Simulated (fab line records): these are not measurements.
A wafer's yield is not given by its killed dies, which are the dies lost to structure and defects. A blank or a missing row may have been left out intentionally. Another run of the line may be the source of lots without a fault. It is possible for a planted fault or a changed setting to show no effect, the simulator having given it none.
fab line records    flow nand_harc    part 1 of 2: steps 1 to 22 of 31
record lots=5  wafers=15  last_day=32
route steps=1302 shown P_M2@350 P_BONDPAD@351
lots with no fault: from the same line, run without faults
start_h: hours from the record's first day to the start of the lot's first wafer shown    wait_h: hours from the lot's prior step to this one    " unchanged from the row above    L1.1+2: one row covering several wafers at once    - no value, or no start was given    * or withheld: withheld    < > ~ a bound
route shown NAME@n: a module of which the file shows steps, and the number in the route of the first    usual: mean and standard deviation over wafers with no fault    same: alike in all rows    chamber/n: place in a boat    sites: each site's reading    _std_site: the values' standard deviation    _edge_site: inner sites' mean taken away from outer sites' mean    radius_mm: for every site, how far away it sits from the centre of the wafer    mask NAME#n: copy n    behind: the last tool/chamber to shape the wafer    hold: why the lot was held/for how many hours/how that ended    device: the transistor (n, p or np) that didn't switch    end of line: tests run on the same wafers once the route is complete    a step given without rows: its recipe and nothing more    killed: dies that structure and defects cost at the first sort, which is not the same as the wafer's yield    map: a wafer's dies, x killed, . not, _ none there
set.NAME: setting as actually run; set.NAME@STEP: the setting as run at that earlier step    model.NAME: the simulator's own value behind a step, which no gauge read
lots seen at some steps along the route; tables by step, rows by wafer
services: when a tool's chamber went out of use (start_h, in hours from the record's first day, below 0 if earlier), for how many hours, and the reason
## steps
# step NHARC_P_M2_DEP_33
# recipe target_thk_a=300  temp_c=370  target_thk_nm=30  pressure_torr=3  flow_sccm=200  rf_w=450  material=SiCN
# usual heater_power_w=590/57  rf_fwd_power_W=449.0/1.4
lot.wafer  tool      chamber  start_h  wait_h  heater_power_w  rf_fwd_power_W  since_wet_clean_h
L079.2     pecvd-02  1        187.61   0.1     583             446.7           129
L079.6     "         2        "        "       458             449.7           -
L079.5     "         1        "        "       585             450.7           -
L081.3     pecvd-02  1        198.40   0.1     568             449.2           139
L081.4     "         0        "        "       693             450.4           -
L081.5     "         2        "        "       518             449.3           -
L085.3     pecvd-03  1        240.31   0.1     559             450.5           42
L085.5     "         2        "        "       613             448.8           -
L085.4     "         0        "        "       643             449.0           -
L086.1     pecvd-02  1        256.09   0.1     625             449.8           16
L086.5     "         0        "        "       659             448.5           -
L086.6     "         1        "        "       616             449.1           -
L095.5     pecvd-03  2        347.27   0.2     507             447.2           -
L095.6     "         0        "        "       690             449.4           -
L095.4     "         1        "        "       588             448.7           -
# step NHARC_P_BONDPAD_DEP_00
# recipe target_thk_a=2500  temp_c=370  target_thk_nm=250  pressure_torr=3  flow_sccm=200  rf_w=450  material=SiCN
# usual heater_power_w=600/51  rf_fwd_power_W=449.0/1.4
lot.wafer  tool      chamber  start_h  wait_h  heater_power_w  rf_fwd_power_W  since_wet_clean_h
L079.2     pecvd-04  2        187.94   -       581             448.5           87
L079.5     "         2        "        "       599             446.3           -
L079.6     "         0        "        "       645             448.0           -
L081.3     pecvd-03  1        198.77   -       606             447.6           0
L081.4     "         2        "        "       589             447.2           -
L081.5     "         0        "        "       697             448.2           -
L085.3     pecvd-03  2        -        -       585             448.9           42
L085.5     "         0        "        "       709             449.9           -
L085.4     "         2        "        "       588             446.6           -
L086.1     pecvd-04  1        256.50   -       679             448.1           155
L086.6     "         0        "        "       633             448.9           -
L086.5     "         1        "        "       561             449.9           -
L095.4     pecvd-02  2        347.76   -       504             447.5           -
L095.6     "         0        "        "       584             450.4           -
L095.5     "         2        "        "       535             449.6           -
# step NHARC_P_BONDPAD_CMP_32
# recipe target_thk_nm=200  material=SiCN
# usual motor_current_A=12.4/1.3  pad_life_wafers=176/120  slurry_flow_ml_min=150.1/0.46
lot.wafer  tool    chamber  start_h  wait_h  motor_current_A  pad_life_wafers  slurry_flow_ml_min
L079.2     cmp-02  0        188.40   -       10.2             206              149.5
L079.5     "       2        "        "       12.1             -                150.8
L079.6     "       3        "        "       11.9             -                151.1
L081.4     cmp-01  3        199.18   -       11.2             36               151.0
L081.3     "       2        "        "       13.7             39               150.5
L081.5     "       3        "        "       11.3             -                150.1
L085.4     cmp-02  2        241.05   -       12.5             13               149.7
L085.3     "       3        "        "       10.8             14               150.3
L085.5     "       1        "        "       12.5             -                149.9
L086.1     cmp-01  1        256.94   -       13.4             249              150.9
L086.5     "       2        "        "       14.1             -                149.7
L086.6     "       3        "        "       10.7             -                149.7
L095.4     cmp-01  3        348.14   0.3     11.6             272              149.8
L095.6     "       1        "        "       12.5             -                150.3
L095.5     "       2        "        "       13.5             -                149.7
# step NHARC_P_BONDPAD_THK_MEAS_33
# recipe thk_meas_gauge=ellipsometry
# usual thk_nm=200.0/1.7
lot.wafer  tool           chamber  start_h  wait_h  thk_nm
L079.2     film_metro-02  -        188.60   0.2     200.9
L079.5     "              -        "        "       198.2
L079.6     "              -        "        "       201.8
L081.3     film_metro-02  -        199.43   0.2     199.6
L081.4     "              -        "        "       199.4
L081.5     "              -        "        "       200.1
L085.3     film_metro-01  -        241.28   0.2     199.1
L085.4     "              -        "        "       199.4
L085.5     "              -        "        "       199.8
L086.1     film_metro-01  -        257.11   0.1     200.7
L086.5     "              -        "        "       197.7
L086.6     "              -        "        "       195.2
L095.4     film_metro-01  -        348.35   0.2     200.4
L095.5     "              -        "        "       196.1
L095.6     "              -        "        "       199.4
# step NHARC_P_BONDPAD_SRD_34
lot.wafer   tool          chamber  start_h  wait_h
L079.2+5+6  wet_bench-10  1,2,3    188.64   0.0
L081.3+5+4  wet_bench-10  6,7,1    199.48   0.0
L085.5+4+3  wet_bench-10  1,2,5    241.32   0.0
L086.5+1+6  wet_bench-10  3,4,5    257.16   0.0
L095.5+4+6  wet_bench-08  4,5,7    348.40   0.0
# step NHARC_P_BONDPAD_DEHYDRATE_01
# recipe temp_c=150  time_s=120
# usual chill_plate_temp_C=22.99/0.1
lot.wafer  tool            chamber  start_h  wait_h  chill_plate_temp_C
L079.2     litho_track-05  0        188.72   0.1     22.99
L079.5     "               0        "        "       22.90
L079.6     "               0        "        "       22.96
L081.3     litho_track-05  0        199.55   0.1     23.08
L081.4     "               0        "        "       22.83
L081.5     "               0        "        "       22.88
L085.3     litho_track-05  0        241.40   0.1     22.75
L085.4     "               0        "        "       22.94
L085.5     "               0        "        "       22.87
L086.1     litho_track-05  0        257.24   0.1     22.81
L086.5     "               0        "        "       23.15
L086.6     "               0        "        "       22.89
L095.4     litho_track-07  0        348.47   0.1     23.04
L095.5     "               0        "        "       22.92
L095.6     "               0        "        "       22.86
# step NHARC_P_BONDPAD_HMDS_02
# recipe time_s=30
# usual chill_plate_temp_C=22.99/0.1
lot.wafer  tool            chamber  start_h  wait_h  chill_plate_temp_C
L079.2     litho_track-05  0        -        -       23.07
L079.5     "               0        "        "       23.08
L079.6     "               0        "        "       23.00
L081.3     litho_track-05  0        -        -       23.00
L081.4     "               0        "        "       23.01
L081.5     "               0        "        "       23.14
L085.3     litho_track-05  0        -        -       22.99
L085.4     "               0        "        "       22.92
L085.5     "               0        "        "       23.02
L086.1     litho_track-05  0        -        -       23.25
L086.5     "               0        "        "       23.19
L086.6     "               0        "        "       23.20
L095.4     litho_track-07  0        -        -       23.04
L095.5     "               0        "        "       22.90
L095.6     "               0        "        "       23.15
# step NHARC_P_BONDPAD_COAT_36
# recipe temp_c=200  time_s=65
# usual chill_plate_temp_C=22.99/0.1
lot.wafer  tool            chamber  start_h  wait_h  chill_plate_temp_C
L079.2     litho_track-05  0        -        -       23.15
L079.5     "               0        "        "       22.98
L079.6     "               0        "        "       23.13
L081.3     litho_track-05  0        -        -       23.01
L081.4     "               0        "        "       22.82
L081.5     "               0        "        "       23.06
L085.3     litho_track-05  0        -        -       22.95
L085.4     "               0        "        "       23.03
L085.5     "               0        "        "       22.94
L086.1     litho_track-05  0        -        -       23.02
L086.5     "               0        "        "       22.97
L086.6     "               0        "        "       22.93
L095.4     litho_track-07  0        -        -       22.97
L095.5     "               0        "        "       22.91
L095.6     "               0        "        "       22.96
# step NHARC_P_BONDPAD_COAT_03
# recipe spin_rpm=2000  resist_thk_nm=600
# usual chill_plate_temp_C=23.00/0.11
lot.wafer  tool            chamber  start_h  wait_h  chill_plate_temp_C
L079.2     litho_track-05  0        -        -       22.83
L079.5     "               0        "        "       22.95
L079.6     "               0        "        "       23.07
L081.3     litho_track-05  0        -        -       22.97
L081.4     "               0        "        "       22.97
L081.5     "               0        "        "       23.06
L085.3     litho_track-05  0        -        -       23.04
L085.4     "               0        "        "       23.02
L085.5     "               0        "        "       22.86
L086.1     litho_track-05  0        -        -       22.98
L086.5     "               0        "        "       22.89
L086.6     "               0        "        "       22.97
L095.4     litho_track-07  0        -        -       23.07
L095.5     "               0        "        "       22.85
L095.6     "               0        "        "       22.86
# step NHARC_P_BONDPAD_SOFTBAKE_04
# recipe temp_c=125  time_s=70
# usual chill_plate_temp_C=23.00/0.13
lot.wafer  tool            chamber  start_h  wait_h  chill_plate_temp_C
L079.2     litho_track-05  0        -        -       23.09
L079.5     "               0        "        "       23.01
L079.6     "               0        "        "       22.98
L081.3     litho_track-05  0        -        -       23.09
L081.4     "               0        "        "       23.06
L081.5     "               0        "        "       23.14
L085.3     litho_track-05  0        -        -       22.83
L085.4     "               0        "        "       22.90
L085.5     "               0        "        "       23.00
L086.1     litho_track-05  0        -        -       22.99
L086.5     "               0        "        "       23.18
L086.6     "               0        "        "       23.01
L095.4     litho_track-07  0        -        -       22.91
L095.5     "               0        "        "       23.07
L095.6     "               0        "        "       23.00
# step NHARC_P_BONDPAD_EBR_05
# usual chill_plate_temp_C=22.97/0.1
lot.wafer  tool            chamber  start_h  wait_h  chill_plate_temp_C
L079.2     litho_track-05  0        -        -       23.00
L079.5     "               0        "        "       22.92
L079.6     "               0        "        "       22.86
L081.3     litho_track-05  0        -        -       22.79
L081.4     "               0        "        "       22.99
L081.5     "               0        "        "       23.00
L085.3     litho_track-05  0        -        -       23.24
L085.4     "               0        "        "       23.18
L085.5     "               0        "        "       23.18
L086.1     litho_track-05  0        -        -       22.91
L086.5     "               0        "        "       22.88
L086.6     "               0        "        "       22.96
L095.4     litho_track-07  0        -        -       23.05
L095.5     "               0        "        "       23.11
L095.6     "               0        "        "       22.99
# step NHARC_P_BONDPAD_EXPOSE_06
# recipe na=0.55  dose_mj=37.06  mask_id=P_BPAD
lot.wafer   tool            chamber  start_h  wait_h  mask
L079.2+5+6  krf_scanner-03  0        189.02   -       P_BPAD#0
L081.3+4+5  krf_scanner-03  0        199.85   -       P_BPAD#0
L085.3+4+5  krf_scanner-03  0        241.70   -       P_BPAD#0
L086.1+5+6  krf_scanner-03  0        257.40   -       P_BPAD#0
L095.4+5+6  krf_scanner-03  0        348.78   -       P_BPAD#0
# step NHARC_P_BONDPAD_PEB_07
# recipe peb_temp_c=128  peb_time_s=80
# usual chill_plate_temp_C=23.02/0.11
lot.wafer  tool            chamber  start_h  wait_h  chill_plate_temp_C
L079.2     litho_track-07  0        189.08   0.1     23.25
L079.5     "               0        "        "       23.15
L079.6     "               0        "        "       23.02
L081.3     litho_track-05  0        199.91   0.1     23.02
L081.4     "               0        "        "       23.27
L081.5     "               0        "        "       23.02
L085.3     litho_track-07  0        241.75   0.1     22.97
L085.4     "               0        "        "       23.00
L085.5     "               0        "        "       22.91
L086.1     litho_track-05  0        257.47   0.1     23.03
L086.5     "               0        "        "       23.21
L086.6     "               0        "        "       22.97
L095.4     litho_track-03  0        348.83   0.0     23.03
L095.5     "               0        "        "       23.15
L095.6     "               0        "        "       22.97
# step NHARC_P_BONDPAD_DEVELOP_08
# recipe time_s=50  dev_temp_c=22
# usual chill_plate_temp_C=23.01/0.11
lot.wafer  tool            chamber  start_h  wait_h  chill_plate_temp_C
L079.2     litho_track-07  0        -        -       23.05
L079.5     "               0        "        "       23.18
L079.6     "               0        "        "       23.21
L081.3     litho_track-05  0        -        -       23.02
L081.4     "               0        "        "       22.94
L081.5     "               0        "        "       22.98
L085.3     litho_track-07  0        -        -       23.19
L085.4     "               0        "        "       23.08
L085.5     "               0        "        "       22.99
L086.1     litho_track-05  0        -        -       23.08
L086.5     "               0        "        "       23.09
L086.6     "               0        "        "       23.06
L095.4     litho_track-03  0        -        -       23.13
L095.5     "               0        "        "       22.95
L095.6     "               0        "        "       23.24
# step NHARC_P_BONDPAD_CD_MEAS_09
# recipe target_cd_nm=500  landing_energy_ev=500
# usual cd_nm=500.0/2.1
# same landing_energy_ev=500
lot.wafer  tool       chamber  start_h  wait_h  cd_nm
L079.2     cd_sem-02  0        189.17   -       500.2
L079.5     "          0        "        "       500.9
L079.6     "          0        "        "       503.4
L081.3     cd_sem-02  0        200.00   -       498.6
L081.4     "          0        "        "       498.4
L081.5     "          0        "        "       498.7
L085.3     cd_sem-03  0        241.84   -       499.7
L085.4     "          0        "        "       499.4
L085.5     "          0        "        "       497.0
L086.1     cd_sem-02  0        257.55   -       497.1
L086.5     "          0        "        "       497.7
L086.6     "          0        "        "       499.3
L095.4     cd_sem-01  0        348.92   -       500.6
L095.5     "          0        "        "       498.3
L095.6     "          0        "        "       502.5
# step NHARC_P_BONDPAD_OVL_MEAS_38
# usual overlay_x_nm=2/6.5  overlay_y_nm=-1/4.9
lot.wafer  tool        chamber  start_h  wait_h  overlay_x_nm  overlay_y_nm
L079.2     overlay-01  -        189.25   -       6             -4
L079.5     "           -        "        "       6             -5
L079.6     "           -        "        "       6             -5
L081.3     overlay-02  -        200.08   -       0             1
L081.4     "           -        "        "       0             0
L081.5     "           -        "        "       1             1
L085.3     overlay-01  -        241.93   -       8             -3
L085.4     "           -        "        "       7             -2
L085.5     "           -        "        "       8             -2
L086.1     overlay-02  -        257.64   -       -1            12
L086.5     "           -        "        "       -1            11
L086.6     "           -        "        "       -1            12
L095.4     overlay-02  -        349.01   -       16            -1
L095.5     "           -        "        "       15            -1
L095.6     "           -        "        "       16            -1
# step NHARC_P_BONDPAD_HARDBAKE_10
# recipe temp_c=118  time_s=65
# usual chill_plate_temp_C=23.00/0.099
lot.wafer  tool            chamber  start_h  wait_h  chill_plate_temp_C
L079.2     litho_track-07  0        189.30   0.0     23.01
L079.5     "               0        "        "       22.81
L079.6     "               0        "        "       23.01
L081.3     litho_track-07  0        200.14   0.1     22.91
L081.4     "               0        "        "       22.91
L081.5     "               0        "        "       23.06
L085.3     litho_track-07  0        241.98   0.1     23.18
L085.4     "               0        "        "       23.08
L085.5     "               0        "        "       23.12
L086.1     litho_track-03  0        257.69   0.0     23.03
L086.5     "               0        "        "       22.84
L086.6     "               0        "        "       23.01
L095.4     litho_track-07  0        349.06   0.1     22.92
L095.5     "               0        "        "       22.98
L095.6     "               0        "        "       22.93
# step NHARC_P_BONDPAD_DESCUM_11
# recipe time_s=3  o2_flow_sccm=200  ar_flow_sccm=0  bias_power_w=0  chemistry=O2
# usual drypump_motor_current_A=5.3/0.52  oes_product_au=0.999/0.01  rf_vpp_V=57.8/0.87  showerhead_plenum_p_Torr=1.92/0.075  throttle_valve_pct=11.310/0.0087
lot.wafer  tool         chamber  start_h  wait_h  drypump_motor_current_A  oes_product_au  rf_hours_counter_h  rf_vpp_V  showerhead_plenum_p_Torr  throttle_valve_pct
L079.2     rie_diel-07  0        189.38   -       4.8                      0.999           1.9                 56.9      1.85                      11.297
L079.5     "            0        "        "       4.8                      0.986           -                   56.1      1.86                      11.315
L079.6     "            3        "        "       5.1                      1.003           -                   58.8      1.99                      11.309
L081.3     rie_diel-07  0        200.21   -       4.8                      0.981           2.1                 56.4      1.85                      11.313
L081.4     "            1        "        "       4.9                      0.979           1.9                 57.6      1.78                      11.298
L081.5     "            0        "        "       4.8                      0.970           -                   57.0      1.85                      11.294
L085.3     rie_diel-13  1        242.05   -       5.1                      0.995           3.7                 57.0      1.89                      11.313
L085.4     "            3        "        "       5.6                      1.011           2.5                 57.9      1.93                      11.311
L085.5     "            1        "        "       5.1                      1.004           -                   58.3      1.89                      11.313
L086.1     rie_diel-06  1        257.79   -       4.8                      1.006           5.1                 56.7      1.97                      11.290
L086.6     "            2        "        "       5.3                      1.015           -                   58.9      2.04                      11.320
L086.5     "            3        "        "       4.8                      0.994           -                   58.5      1.86                      11.309
L095.4     rie_diel-07  1        349.15   -       4.9                      0.989           1.2                 56.4      1.78                      11.322
L095.5     "            2        "        "       6.1                      1.003           -                   58.1      1.97                      11.320
L095.6     "            3        "        "       5.1                      1.006           -                   58.3      1.99                      11.299
# step NHARC_P_BONDPAD_ETCH_37
# recipe target_depth_a=600  overetch_a=180  time_s=65.91  ion_energy_ev=200  n2_flow_sccm=150  h2_flow_sccm=150  ar_flow_sccm=0  rf_w=400  bias_w=150  chemistry=N2/H2
# usual drypump_motor_current_A=5.2/0.49  oes_product_au=1.000/0.009  rf_fwd_power_W=396.3/1.4  rf_vpp_V=430.5/2.4  showerhead_plenum_p_Torr=2.04/0.081  throttle_valve_pct=14.170/0.0095
lot.wafer  tool         chamber  start_h  wait_h  drypump_motor_current_A  oes_product_au  rf_fwd_power_W  rf_hours_counter_h  rf_vpp_V  showerhead_plenum_p_Torr  throttle_valve_pct
L079.2     rie_diel-07  2        189.48   0.1     6.1                      1.006           396.4           1.5                 432.7     2.10                      14.153
L079.5     "            2        "        "       6.1                      1.007           396.2           -                   432.6     2.10                      14.180
L079.6     "            3        "        "       5.1                      1.006           397.1           -                   433.6     2.13                      14.174
L081.3     rie_diel-07  2        200.30   0.1     6.1                      1.005           392.9           1.8                 431.7     2.10                      14.154
L081.4     "            0        "        "       4.8                      0.987           396.3           2.1                 428.8     1.98                      14.186
L081.5     "            2        "        "       6.1                      1.002           395.3           -                   432.5     2.10                      14.169
L085.4     rie_diel-13  0        242.14   0.1     5.0                      0.990           397.3           3.0                 432.0     2.05                      14.177
L085.3     "            1        "        "       5.1                      1.004           396.5           3.7                 429.1     2.02                      14.177
L085.5     "            0        "        "       5.0                      0.991           399.6           -                   429.5     2.05                      14.167
L086.1     rie_diel-06  3        257.86   0.1     4.8                      0.997           396.2           6.6                 430.0     1.99                      14.176
L086.5     "            2        "        "       5.3                      1.021           398.1           -                   433.6     2.17                      14.164
L086.6     "            3        "        "       4.8                      0.998           395.6           -                   429.6     1.99                      14.190
L095.4     rie_diel-07  0        349.22   0.1     4.8                      0.998           394.8           2.0                 427.3     1.97                      14.163
L095.5     "            3        "        "       5.1                      0.991           397.8           -                   434.6     2.13                      14.169
L095.6     "            0        "        "       4.8                      0.979           395.8           -                   429.0     1.97                      14.169
# step NHARC_P_BONDPAD_ETCH_12
# recipe target_depth_a=2000  time_s=100  chf3_flow_sccm=50  o2_flow_sccm=10  ar_flow_sccm=200  rf_w=500  bias_w=200  chemistry=CHF3/O2
# usual drypump_motor_current_A=5.3/0.53  oes_product_au=0.940/0.022  rf_fwd_power_W=496.9/1.5  rf_vpp_V=370.5/2.1  showerhead_plenum_p_Torr=2.41/0.089  throttle_valve_pct=20.573/0.0091
lot.wafer  tool         chamber  start_h  wait_h  drypump_motor_current_A  oes_product_au  rf_fwd_power_W  rf_hours_counter_h  rf_vpp_V  showerhead_plenum_p_Torr  throttle_valve_pct
L079.2     rie_diel-07  2        -        -       6.1                      0.921           496.7           1.5                 369.6     2.47                      20.583
L079.5     "            0        "        "       4.8                      0.913           497.4           -                   368.5     2.33                      20.568
L079.6     "            2        "        "       6.1                      0.934           495.9           -                   371.9     2.47                      20.564
L081.3     rie_diel-07  3        -        -       5.1                      0.928           498.8           1.6                 373.0     2.50                      20.565
L081.4     "            0        "        "       4.8                      0.913           496.1           2.2                 368.1     2.33                      20.578
L081.5     "            0        "        "       4.8                      0.918           498.1           -                   367.9     2.33                      20.585
L085.3     rie_diel-13  2        -        -       6.5                      0.933           496.8           3.2                 371.4     2.45                      20.576
L085.4     "            1        "        "       5.1                      0.929           500.7           3.7                 369.7     2.38                      20.565
L085.5     "            2        "        "       6.5                      0.924           497.7           -                   371.2     2.45                      20.588
L086.1     rie_diel-06  3        -        -       4.8                      0.952           498.7           6.7                 369.5     2.34                      20.570
L086.5     "            3        "        "       4.8                      0.955           497.5           -                   369.7     2.34                      20.574
L086.6     "            0        "        "       5.4                      0.972           495.1           -                   369.2     2.32                      20.567
L095.4     rie_diel-07  2        -        -       6.1                      0.972           494.7           2.0                 370.1     2.46                      20.565
L095.5     "            3        "        "       5.1                      0.952           499.0           -                   372.8     2.50                      20.566
L095.6     "            0        "        "       4.8                      0.975           496.5           -                   368.3     2.33                      20.563
# step NHARC_P_BONDPAD_CD_MEAS_13
# usual cd_nm=499.4/2.3
lot.wafer  tool       chamber  start_h  wait_h  cd_nm
L079.2     cd_sem-01  -        189.74   -       498.8
L079.5     "          -        "        "       501.4
L079.6     "          -        "        "       501.5
L081.3     cd_sem-02  -        200.53   -       497.9
L081.4     "          -        "        "       499.3
L081.5     "          -        "        "       498.6
L085.3     cd_sem-03  -        242.37   -       498.4
L085.4     "          -        "        "       498.1
L085.5     "          -        "        "       496.7
L086.1     cd_sem-02  -        258.08   -       496.8
L086.5     "          -        "        "       497.6
L086.6     "          -        "        "       498.7
L095.4     cd_sem-01  -        349.45   -       500.4
L095.5     "          -        "        "       498.2
L095.6     "          -        "        "       502.8
# step NHARC_P_BONDPAD_STRIP_15
# recipe o2_flow_sccm=500  ar_flow_sccm=0  bias_w=0  chemistry=O2
# usual drypump_motor_current_A=5.3/0.56  oes_product_au=1.000/0.0089  rf_vpp_V=57.7/0.92  showerhead_plenum_p_Torr=3.54/0.11  throttle_valve_pct=17.036/0.0091
lot.wafer  tool         chamber  start_h  wait_h  drypump_motor_current_A  oes_product_au  rf_hours_counter_h  rf_vpp_V  showerhead_plenum_p_Torr  throttle_valve_pct
L079.2     rie_diel-06  2        189.81   0.1     5.4                      1.020           2.9                 57.3      3.74                      17.027
L079.5     "            3        "        "       4.8                      1.016           -                   57.0      3.45                      17.039
L079.6     "            1        "        "       4.8                      1.021           -                   57.4      3.63                      17.043
L081.3     rie_diel-13  1        200.59   0.1     5.1                      1.001           1.3                 56.2      3.49                      17.025
L081.4     "            0        "        "       5.0                      0.986           1.0                 57.8      3.55                      17.026
L081.5     "            1        "        "       5.1                      1.009           -                   58.1      3.49                      17.029
L085.3     rie_diel-06  1        242.46   0.1     4.8                      1.013           4.8                 57.9      3.63                      17.044
L085.5     "            0        "        "       5.4                      0.992           -                   57.9      3.41                      17.040
L085.4     "            3        "        "       4.8                      0.990           -                   56.6      3.44                      17.033
L086.1     rie_diel-13  0        258.18   0.1     5.0                      0.998           3.3                 58.2      3.55                      17.036
L086.5     "            2        "        "       6.5                      1.007           -                   58.4      3.60                      17.038
L086.6     "            1        "        "       5.1                      1.009           -                   59.5      3.49                      17.056
L095.4     rie_diel-07  1        349.53   0.1     4.9                      0.993           1.2                 56.8      3.30                      17.033
L095.5     "            0        "        "       4.8                      1.007           -                   57.8      3.43                      17.032
L095.6     "            1        "        "       4.9                      0.989           -                   59.0      3.30                      17.053
